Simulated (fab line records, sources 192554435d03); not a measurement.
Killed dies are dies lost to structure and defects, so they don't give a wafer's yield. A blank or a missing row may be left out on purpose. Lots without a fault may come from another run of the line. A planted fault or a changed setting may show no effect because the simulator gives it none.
One fault seen from 2 desks | flow n5_finfet | each desk has only its own numbers; what lay behind them comes last

THE DEFECT DESK
What the inspections along the route counted, lot by lot: means of the sampled wafers that have a number. A lot is out of limits, marked OUT, if its mean lies more than 4 standard deviations from the usual mean; the brackets give that distance.
Columns: A = raw_defect_count at N5_SD_EPI_N_INSPECT_26, usual 196
lot  | first seen here | A
L654 | day 3 06:22     | 203
L657 | day 3 23:21     | 175
L658 | day 4 04:28     | 186
L659 | day 4 13:14     | 203
L660 | day 4 22:32     | 192
L661 | day 4 22:53     | 216
L662 | day 5 06:47     | 231
L665 | day 6 08:28     | 142
L668 | day 7 00:37     | 271
L670 | day 7 05:49     | 183
L671 | day 7 14:40     | 271
L672 | day 7 17:49     | 159
L676 | day 8 19:59     | 201
This desk's finding: nothing out of limits on any of the 13 lots.

THE TOOL OWNER'S DESK: litho_track-05
The tool's own readings at N5_SDB_COAT_05 (resist thk 90 nm): means of the sampled wafers that have a number, for each lot that ran on this tool. A lot is out of limits, marked OUT, if its mean lies more than 4 standard deviations from the usual mean; the brackets give that distance.
Columns: A = spin_speed_rpm at N5_SDB_COAT_05, usual 1500.1 rpm
lot  | first seen here | A
L659 | day 5 01:19     | 1500.8
L665 | day 6 21:08     | 1500.7
L668 | day 7 14:17     | 1228.1 (-99 or more) OUT
L671 | day 8 02:01     | 1228.1 (-99 or more) OUT
L672 | day 8 05:19     | 1227.6 (-99 or more) OUT
This desk's finding: out of limits on L668, L671, L672; first on L668, day 7 14:17 (spin_speed_rpm at N5_SDB_COAT_05). In limits: L659, L665.

PUT TOGETHER
The tool owner's desk could have raised an alarm at day 7 14:17, on L668, L671, L672.
The defect desk saw nothing out of limits.
The defect desk has L668, L671, L672 on record, within its limits.
Of the lots named, all ran N5_SDB_COAT_05 on litho_track-05.

WHAT THE SIMULATOR HAD PUT IN
Process parameter drift: litho_track-05, from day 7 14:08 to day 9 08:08, at N5_SDB_COAT_05. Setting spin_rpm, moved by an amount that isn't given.
Lots struck among those shown: L668, L671, L672.
Hours from the fault's start to each desk's first reading out of limits: the tool owner's desk, 0.
